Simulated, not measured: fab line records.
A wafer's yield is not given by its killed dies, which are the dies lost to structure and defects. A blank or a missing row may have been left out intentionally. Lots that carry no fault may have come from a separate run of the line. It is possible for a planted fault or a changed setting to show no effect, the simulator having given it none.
Matching of chambers ; flow n5 finfet ; pecvd-03 running N5_BEOL_M13_ILD_DEP_00: 3 sister chambers
The step deposits SiOC from DEMS/O2, target thk 837.92 nm, time 166.4 s. 24 wafers are shown with their chamber, then 12 later ones without.

== WAFERS PAIRED WITH THEIR CHAMBERS ==
wafer;chamber;throttle valve pct (%);heater power w (W);showerhead plenum p Torr (Torr)
L075.4;1;12.3;531;5.677
L075.5;2;11.7;374;5.689
L075.6;1;12.3;564;5.672
L076.2;2;11.7;401;5.699
L076.3;1;12.1;473;5.669
L076.6;0;12.9;439;5.702
L078.2;2;11.8;353;5.692
L078.3;1;12.3;537;5.688
L078.4;2;11.9;387;5.684
L077.3;2;11.8;386;5.694
L077.5;1;11.9;448;5.673
L077.6;2;11.8;407;5.707
L079.1;2;11.8;376;5.689
L079.2;1;12.2;554;5.675
L079.6;1;12.0;454;5.678
L083.1;1;12.1;552;5.675
L083.4;2;11.9;338;5.687
L083.5;0;13.2;404;5.711
L084.2;0;12.8;438;5.709
L084.3;1;12.0;554;5.684
L084.6;1;11.9;455;5.667
L089.1;1;12.2;461;5.669
L089.2;0;12.8;386;5.687
L089.3;2;12.0;341;5.698

SIGNATURES, as means of the wafers listed above
reading;chamber 0;chamber 1;chamber 2;scatter within a chamber
throttle valve pct;12.925;12.118;11.822;0.141
heater power w;416.75;507.55;373.67;38.1
showerhead plenum p Torr;5.70225;5.67518;5.69322;0.00748
Rule: for each reading, subtract the chamber's mean from the wafer's reading, divide by that reading's scatter and square the result; add these up over the readings and take the root, which gives the wafer's distance from the chamber. If the next closest chamber is less than 2 further off than the closest, the wafer can't be placed; otherwise it belongs to the closest. How the scatter is found: for the shown wafers, subtract from each reading the mean of its chamber, square and add these, divide the total by (wafers less chambers), then take the root.

== WAFERS MISSING THEIR CHAMBER ==
wafer;throttle valve pct (%);heater power w (W);showerhead plenum p Torr (Torr)
L087.3;11.8;375;5.688
L087.5;11.9;395;5.674
L087.6;11.9;462;5.679
L088.1;12.0;404;5.694
L088.5;11.8;424;5.690
L088.6;13.0;350;5.715
L090.1;12.2;385;5.691
L090.3;12.2;516;5.681
L090.5;12.1;410;5.700
L091.2;12.2;458;5.666
L091.5;13.2;448;5.718
L091.6;12.1;491;5.668

== WHICH CHAMBER EACH WENT THROUGH ==
wafer;from the rows above;in truth
L087.3;2;2
L087.5;can't be placed: 2 or 1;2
L087.6;can't be placed: 1 or 2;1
L088.1;2;2
L088.5;2;2
L088.6;0;0
L090.1;can't be placed: 2 or 1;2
L090.3;1;1
L090.5;can't be placed: 2 or 1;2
L091.2;1;1
L091.5;0;0
L091.6;1;1
Placed correctly: 8 of 12. Cannot be placed on the basis of these rows: 4; the candidates contain the true chamber in 4. 0 placed wrongly.
